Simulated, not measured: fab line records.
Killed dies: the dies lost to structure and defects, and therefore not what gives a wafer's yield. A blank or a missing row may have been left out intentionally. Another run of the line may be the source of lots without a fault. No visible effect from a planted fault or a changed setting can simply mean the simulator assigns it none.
Matching of chambers -- flow nand-harc -- NHARC_P_M1_STRIP_18 on rie-diel-12 has 4 sister chambers
The step strips in N2/H2. 8 wafers are shown with their chamber, then 8 later ones without.

## WAFERS WITH THEIR CHAMBER
wafer,chamber,oes-product-au (a.u.),rf-vpp-V (V)
L078.1,3,1.002,89.0
L078.5,1,1.002,91.1
L079.5,3,1.004,90.3
L079.6,0,1.001,89.7
L081.2,2,0.995,91.6
L081.3,0,1.000,90.5
L081.4,1,0.997,90.7
L084.1,2,0.995,91.8

## WAFERS WITHOUT THEIR CHAMBER
wafer,oes-product-au (a.u.),rf-vpp-V (V)
L084.3,1.009,90.1
L084.5,0.999,90.3
L087.4,1.007,90.6
L087.5,0.998,90.3
L087.6,1.006,88.8
L096.2,0.996,89.9
L096.5,1.012,90.4
L096.6,0.989,89.8

## THE CHAMBER EACH PASSED THROUGH
wafer,from the rows above,in truth
L084.3,can't be placed: 3 or 0 or 1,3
L084.5,can't be placed: 0 or 1 or 3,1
L087.4,can't be placed: 3 or 0 or 1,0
L087.5,can't be placed: 1 or 0 or 3 or 2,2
L087.6,can't be placed: 3 or 0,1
L096.2,can't be placed: 0 or 1 or 2 or 3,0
L096.5,can't be placed: 3 or 0 or 1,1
L096.6,can't be placed: 2 or 1 or 0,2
Placed correctly: 0 of 8. These rows do not allow placing 8 (true chamber among the candidates in 7). Wrongly placed: 0.
How it was worked out, from the rows above alone: a wafer's distance from a chamber is the root of the sum, over the readings, of the square of ((its reading less the chamber's mean) divided by the reading's scatter). The wafer belongs to the nearest chamber; if the next one is less than 2 further off, it can't be placed. A chamber's mean is the mean of its shown wafers. How the scatter is found: for the shown wafers, subtract from each reading the mean of its chamber, square and add these, divide the total by (wafers less chambers), then take the root.
